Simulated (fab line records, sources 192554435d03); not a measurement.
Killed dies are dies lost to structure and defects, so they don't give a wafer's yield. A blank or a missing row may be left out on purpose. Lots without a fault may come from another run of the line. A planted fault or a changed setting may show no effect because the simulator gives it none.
A struck lot beside a sound one | flow n5_finfet | 14 steps out of a route of 1938
Sound: wafers L495.1, L495.3, L495.5. Struck: wafers L504.1, L504.3, L504.5. The cause comes at the end.
At each step with rows: each side's tool, then ch and its chambers, then its first start. Under that, the readings that differ: sound wafers | struck wafers | difference of the means | sigmas: that difference in standard deviations of wafers without a fault.
alike: readings whose means differ by less than 2 such deviations, and words and numbers that are the same on both sides. not compared: withheld readings, readings that some wafer has no value for, bounds like >300 that may hide the same value, and numbers for which the record gives no deviation and whose values overlap.
The two part at a step that has a row with sigmas, a row that says differs or no value, or rows on one side only. Numbers that don't overlap but have no deviation are shown without sigmas and don't part them. A reading that every wafer of one side lacks parts them only if that side has two wafers or more.

N5_PASSIVATION_STRIP_14: strips in O2.
  sound on rie_diel-04 ch 1,3, day 12 01:31; struck on rie_diel-03 ch 2,3, day 15 11:56
  alike: drypump_motor_current_A, oes_product_au, rf_vpp_V, showerhead_plenum_p_Torr, throttle_valve_pct
  not compared: rf_hours_counter_h
N5_PASSIVATION_ETCH_15: etches SiCN in CF4/N2, target depth 75 nm, time 81.2 s.
  sound on rie_diel-04 ch 1,3; struck on rie_diel-03 ch 2,3
  alike: drypump_motor_current_A, oes_product_au, rf_vpp_V, showerhead_plenum_p_Torr, throttle_valve_pct
  not compared: rf_hours_counter_h
then, 3 steps without rows for these wafers: N5_PASSIVATION_STRIP_73 (strips in post etch residue remover, time 60 s); N5_PASSIVATION_SRD_17 (time 30 s, dry time 30 s); N5_PASSIVATION_DEGAS_18 (time 60 s).
N5_PASSIVATION_PRE_CLEAN_19:
  sound on pvd_sputter-02, day 12 02:02; struck on pvd_sputter-02, day 15 12:35
  alike: heater_power_w
N5_PASSIVATION_SPUTTER_20: material TaN, target thk 50 nm.
  sound on pvd_sputter-02, day 12 02:04; struck on pvd_sputter-02, day 15 12:38
  alike: throttle_valve_pct
N5_PASSIVATION_AL_DEP_21: deposits Al, target thk 2800 nm, time 170 s.
  sound on pvd_sputter-02, day 12 02:10; struck on pvd_sputter-02, day 15 12:44
  alike: throttle_valve_pct
then, 4 steps without rows for these wafers: N5_PASSIVATION_HMDS_23 (time 60 s); N5_PASSIVATION_COAT_24; N5_PASSIVATION_EBR_26; N5_PASSIVATION_SOFTBAKE_25 (time 90 s).
N5_PASSIVATION_EXPOSE_27: exposes mask PAD, defocus 0 nm.
  sound on krf_scanner-01 ch 0, day 12 02:35; struck on krf_scanner-02, day 15 13:09
  no value came back on the struck wafers for exposure_dose_mJ_cm2, focus_offset_nm (nm), na, stage_vel_mm_s (mm/s); on the sound wafers exposure_dose_mJ_cm2 reads 32.36 32.30 32.31
  alike: mask
then, 1 step without rows for these wafers: N5_PASSIVATION_PEB_28.

WHERE THEY PART
Only at N5_PASSIVATION_EXPOSE_27, within this record.

WHY: what the simulator had put in
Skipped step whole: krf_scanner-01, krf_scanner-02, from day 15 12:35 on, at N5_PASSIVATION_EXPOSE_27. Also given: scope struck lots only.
